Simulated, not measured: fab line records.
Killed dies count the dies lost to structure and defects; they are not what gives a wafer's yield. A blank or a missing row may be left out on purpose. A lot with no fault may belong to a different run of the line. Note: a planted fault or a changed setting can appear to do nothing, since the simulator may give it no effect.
fab line records	flow n5Finfet
[record] lots = 12	wafers = 34	lastDay = 18
route steps=1938 shown BEOL_M13@1689 PASSIVATION@1936
lots that met no fault: taken from a fault-free run of the same line
startH: hours from the record's opening day to when the first of the lot's shown wafers began	waitH: hours since the lot's step before	" the same as in the row above	L1.1+2: a single row standing in for several wafers	- no value present, or no start provided	* or withheld: withheld	< > ~ a bound
route shown NAME@n: a module of which the file shows steps, and the number in the route of the first	usual: mean/standard deviation of fault-free wafers	same: alike in all rows	chamber/n: place in a boat	sites: readings site by site	_std_site: how widely they spread, as a standard deviation	_edge_site: mean of outer sites minus mean of inner sites	radiusMm: how far each site lies from the wafer's centre	mask NAME#n: copy n	behind: the most recent tool/chamber to have shaped the wafer	hold: why the lot was held/for how many hours/how that ended	device: the transistor (n, p or np) that didn't switch	end of line: at the end of the route, the tests of the same wafers	a step given without rows: its recipe and nothing more	killed: dies lost to structure and defects at the first sort, not the wafer's yield	map: shows each die of a wafer: x if killed, . if not, _ if none is there
set.NAME: the run value of the setting; set.NAME@STEP: its run value at that earlier step	model.NAME: the simulator's own value behind a step, which no gauge read
one table for each step of the route and one row for each wafer, over a sample of lots
services: when a tool's chamber went out of use (startH, in hours from the record's first day, below 0 if earlier), for how many hours, and the reason
[[steps]]
[step N5_BEOL_M13_CD_MEAS_28]
[recipe] targetCdNm = 209.5	landingEnergyEv = 500	detector = seInlens
[usual] cdNm = 209.5/1.2
lot.wafer	tool	chamber	startH	waitH	cdNm
L754.2	cdSem-03	0	258.13	-	209.4
L754.3	"	0	"	"	206.5
L754.5	"	0	"	"	209.9
L753.3	cdSem-03	0	266.92	-	209.9
L753.4	"	0	"	"	211.5
L753.5	"	0	"	"	211.4
L757.2	cdSem-01	0	282.68	-	207.7
L757.3	"	0	"	"	209.0
L757.6	"	0	"	"	206.8
L758.2	cdSem-02	0	283.77	-	210.2
L758.3	"	0	"	"	208.5
L758.4	"	0	"	"	209.6
L760.2	cdSem-01	0	301.13	-	210.3
L760.5	"	0	"	"	209.5
L760.6	"	0	"	"	210.2
L764.1	cdSem-02	0	328.42	-	209.5
L764.4	"	0	"	"	210.0
L764.5	"	0	"	"	209.0
L769.1	cdSem-02	0	343.91	-	207.9
L769.2	"	0	"	"	211.4
L771.1	cdSem-01	0	348.22	-	209.2
L771.4	"	0	"	"	209.0
L771.5	"	0	"	"	207.0
L773.2	cdSem-03	0	375.79	-	211.6
L773.3	"	0	"	"	210.9
L773.6	"	0	"	"	210.9
L774.2	cdSem-01	0	382.35	-	207.7
L774.4	"	0	"	"	210.7
L774.5	"	0	"	"	209.6
L776.2	cdSem-01	0	386.86	-	209.1
L776.3	"	0	"	"	209.7
L776.5	"	0	"	"	209.6
L775.4	cdSem-03	0	392.84	-	209.6
L775.6	"	0	"	"	210.0
[step N5_BEOL_M13_INSPECT_30]
[recipe] mode = adi	inspectInstrument = macro
[usual] rawDefectCount = 2.0/1.4
lot.wafer	tool	chamber	startH	waitH	rawDefectCount
L754.2	defectInspect-02	-	258.18	0.0	3
L754.3	"	-	"	"	0
L754.5	"	-	"	"	2
L753.3	defectInspect-02	-	266.98	0.0	2
L753.4	"	-	"	"	4
L753.5	"	-	"	"	4
L757.2	defectInspect-02	-	282.73	0.0	1
L757.3	"	-	"	"	1
L757.6	"	-	"	"	2
L758.2	defectInspect-01	-	283.82	0.0	1
L758.3	"	-	"	"	3
L758.4	"	-	"	"	4
L760.2	defectInspect-01	-	301.18	0.0	3
L760.5	"	-	"	"	1
L760.6	"	-	"	"	0
L764.1	defectInspect-02	-	328.48	0.0	1
L764.4	"	-	"	"	1
L764.5	"	-	"	"	2
L769.1	defectInspect-02	-	343.96	0.0	0
L769.2	"	-	"	"	1
L771.1	defectInspect-02	-	348.27	0.0	3
L771.4	"	-	"	"	3
L771.5	"	-	"	"	1
L773.2	defectInspect-02	-	375.86	0.0	2
L773.3	"	-	"	"	3
L773.6	"	-	"	"	1
L774.2	defectInspect-02	-	382.40	0.0	0
L774.4	"	-	"	"	0
L774.5	"	-	"	"	3
L776.2	defectInspect-02	-	386.91	0.0	1
L776.3	"	-	"	"	1
L776.5	"	-	"	"	3
L775.4	defectInspect-02	-	392.89	0.0	1
L775.6	"	-	"	"	2
[step N5_BEOL_M13_ETCH_68]
[recipe] chemistry = N2/H2	target = SOC	maskMaterial = SiARC	sourceW = 3000	biasW = 350	tempC = 40	timeS = 355	ionEnergyEv = 200	pressureMtorr = 30	n2FlowSccm = 200	h2FlowSccm = 200
[usual] drypumpMotorCurrentA = 5.8/0.41	n2FlowSccm = 200.0/0.54	oesProductAu = 0.79/0.07	rfVppV = 523.1/2.8	runLengthS = 378.3/0.38	showerheadPlenumPTorr = 2.52/0.096	throttleValvePct = 17.81/0.21
lot.wafer	tool	chamber	startH	waitH	drypumpMotorCurrentA	n2FlowSccm	oesProductAu	rfHoursCounterH	rfVppV	runLengthS	showerheadPlenumPTorr	throttleValvePct
L754.2	rieDiel-02	1	258.40	0.1	5.2	200.3	0.87	45	523.0	378.2	2.48	17.51
L754.3	"	2	"	"	5.7	200.6	0.67	249	523.0	378.2	2.51	17.85
L754.5	"	0	"	"	5.0	199.5	0.76	-	519.4	378.3	2.35	17.98
L753.3	rieDiel-03	1	267.19	0.1	5.8	199.2	0.90	26	524.8	379.0	2.61	17.75
L753.4	"	2	"	"	5.7	199.8	0.83	80	524.7	378.2	2.57	17.77
L753.5	"	0	"	"	5.4	201.2	0.71	-	525.5	377.8	2.52	18.26
L757.2	rieDiel-04	0	283.46	0.1	6.3	199.7	0.76	144	518.2	378.8	2.33	17.84
L757.3	"	2	"	"	5.5	200.6	0.92	25	525.9	378.5	2.58	17.60
L757.6	"	0	"	"	6.3	199.5	0.75	-	519.0	378.7	2.33	17.85
L758.2	rieDiel-04	2	284.04	0.1	5.5	199.2	0.92	25	526.4	378.5	2.58	17.60
L758.3	"	1	"	"	6.2	199.3	0.76	129	523.2	378.1	2.56	17.76
L758.4	"	3	"	"	6.1	199.8	0.89	36	521.5	378.5	2.48	17.58
L760.2	rieDiel-04	2	301.40	0.1	5.5	200.2	0.90	31	526.2	412.4	2.58	17.62
L760.5	"	2	"	"	5.5	200.4	0.91	-	525.1	378.6	2.58	17.61
L760.6	"	1	"	"	6.2	200.6	0.76	-	523.1	378.4	2.55	17.77
L764.1	rieDiel-04	1	328.70	0.1	6.2	199.4	0.76	143	522.9	378.4	2.55	17.76
L764.4	"	3	"	"	6.0	199.1	0.87	50	523.3	411.8	2.48	17.59
L764.5	"	1	"	"	6.2	200.3	0.76	-	524.7	377.9	2.55	17.78
L769.1	rieDiel-03	3	344.18	0.1	6.3	200.1	0.76	150	525.7	378.8	2.65	17.78
L769.2	"	2	"	"	5.7	199.7	0.79	105	523.9	377.8	2.56	17.82
L771.1	rieDiel-03	0	348.49	0.1	5.4	200.0	0.69	234	523.8	378.3	2.51	18.29
L771.4	"	2	"	"	5.7	199.1	0.80	107	522.5	377.6	2.56	17.82
L771.5	"	2	"	"	5.8	200.0	0.79	-	524.4	378.1	2.56	17.81
L773.2	rieDiel-03	2	376.07	0.1	5.7	200.3	0.79	115	523.9	377.7	2.56	17.84
L773.3	"	3	"	"	6.3	200.7	0.75	161	526.6	378.7	2.64	17.80
L773.6	"	1	"	"	5.8	200.0	0.84	-	526.0	378.3	2.60	17.78
L774.2	rieDiel-02	3	382.81	0.1	5.4	200.5	0.69	223	525.9	378.7	2.51	17.85
L774.4	"	2	"	"	5.8	199.7	0.93	30	523.7	378.5	2.50	17.54
L774.5	"	1	"	"	5.2	199.4	0.81	-	522.4	378.9	2.46	17.56
L776.2	rieDiel-02	1	387.13	0.1	5.2	199.7	0.81	87	521.9	378.7	2.46	17.58
L776.3	"	3	"	"	5.5	199.9	0.69	224	521.9	379.1	2.51	17.82
L776.5	"	2	"	"	5.8	199.3	0.92	-	521.6	378.1	2.50	17.53
L775.4	rieDiel-04	1	393.20	0.1	6.2	200.0	0.74	163	523.6	378.0	2.54	17.80
L775.6	"	3	"	"	6.0	199.6	0.84	-	523.1	378.3	2.47	17.64
[step N5_BEOL_M13_OCD_MEAS_35]
[usual] trenchDepthNm = 414/6.8
lot.wafer	tool	chamber	startH	waitH	trenchDepthNm
L754.2	ocd-02	-	258.79	0.0	423
L754.3	"	-	"	"	409
L754.5	"	-	"	"	410
L753.3	ocd-02	-	267.59	0.0	424
L753.4	"	-	"	"	420
L753.5	"	-	"	"	412
L757.2	ocd-01	-	283.86	0.0	401
L757.3	"	-	"	"	422
L757.6	"	-	"	"	403
L758.2	ocd-02	-	284.44	0.0	423
L758.3	"	-	"	"	412
L758.4	"	-	"	"	420
L760.2	ocd-01	-	301.79	0.0	425
L760.5	"	-	"	"	428
L760.6	"	-	"	"	409
L764.1	ocd-02	-	329.10	0.0	411
L764.4	"	-	"	"	420
L764.5	"	-	"	"	410
L769.1	ocd-02	-	344.58	0.0	406
L769.2	"	-	"	"	413
L771.1	ocd-02	-	348.88	0.0	414
L771.4	"	-	"	"	417
L771.5	"	-	"	"	416
L773.2	ocd-02	-	376.47	0.0	415
L773.3	"	-	"	"	407
L773.6	"	-	"	"	417
L774.2	ocd-02	-	383.21	0.0	407
L774.4	"	-	"	"	416
L774.5	"	-	"	"	420
L776.2	ocd-02	-	387.52	0.0	419
L776.3	"	-	"	"	409
L776.5	"	-	"	"	421
L775.4	ocd-01	-	393.60	0.0	409
L775.6	"	-	"	"	415
[step N5_PASSIVATION_PROBE_49]
[usual] defectLimitedYield = 91.3/1.5	killed_at_M0_to_M3 = 31/11	killed_at_M4_up = 14/5.1	killedAtContacts = 12/5.6	killedAtFrontEnd = 42/12	killedAtOther = 3.8/2.9	killedDies = 103/18	killedOpen = 67/14	killedShort = 33/8	sort_bin_4_leakage = 0.00/0.0073	sort_bin_5_function = 5.1/1	sort_bin_6_memory = 3.2/0.75	sortNPass = 1077/18	sortYieldPct = 91.3/1.5
[same] grossDies = 1180	killedAtBackSide = 0	sort_bin_8_speed[%] = 0
lot.wafer	tool	chamber	startH	waitH	defectLimitedYield[%]	killed_at_M0_to_M3	killed_at_M4_up	killedAtContacts	killedAtFrontEnd	killedAtOther	killedDies	killedOpen	killedShort	sort_bin_4_leakage[%]	sort_bin_5_function[%]	sort_bin_6_memory[%]	sortNPass	sortYieldPct[%]
L760.2	prober-01	-	339.47	0.1	91.1	15	15	11	60	4	105	73	22	0	4.5	3.2	1075	91.1
// killed by level:class
L760.2 FIN_SAQP:geometricParticle:open=15 MOL_CONTACT_COAG:geometricParticle:open=10 HKMG_FIN:areaEtch=10 STI_FIN_REVEAL:geometricParticle:open=8 GATE_CUT:geometricParticle:short=6 BEOL_M2:geometricParticle:open=6 FIN_SAQP:geometricParticle:short=5 BEOL_M4:geometricParticle:open=5
[[services]]
tool	chamber	startH	hours	kind
rieDiel-03	0	239.43	7.2	repair
rieDiel-02	0	259.82	6.2	repair
rieDiel-02	2	266.34	-	clean
rieDiel-02	2	266.34	-	consumableReplace:focusRing
rieDiel-02	2	266.34	18.4	scheduledDown
rieDiel-02	2	266.34	18.4	ventCycle
rieDiel-04	2	277.56	5.6	repair
rieDiel-03	3	325.77	3.3	repair
[[key]]
[firstSign] step = N5_BEOL_M13_ETCH_68	reading = runLengthS	direction = up	sigmas = 88	usual = *	struck = *
effect none on later readings
metAt N5_BEOL_M13_ETCH_68
struckLots L760,L764
struckWafers L760.2,L764.4
[baselineLoss] step = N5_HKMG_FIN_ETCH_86	wafers = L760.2
notActingAt N5_BEOL_M13_CD_MEAS_28,N5_BEOL_M13_INSPECT_30,N5_BEOL_M13_OCD_MEAS_35
onsetBetween 284.04 301.40
[fault] kind = processParameterDrift	tool = rieDiel-04	chamber = -	onsetH = 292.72	steps = N5_BEOL_M13_ETCH_68	channel = timeS	offset = *	shape = step	endH = 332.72	scope = struckWafersOnly	actsIn = *	stated = *
// baselineLoss: these wafers lose ten dies or more at that step, a loss of the line's own and not of a fault; the sort's usual values leave them out
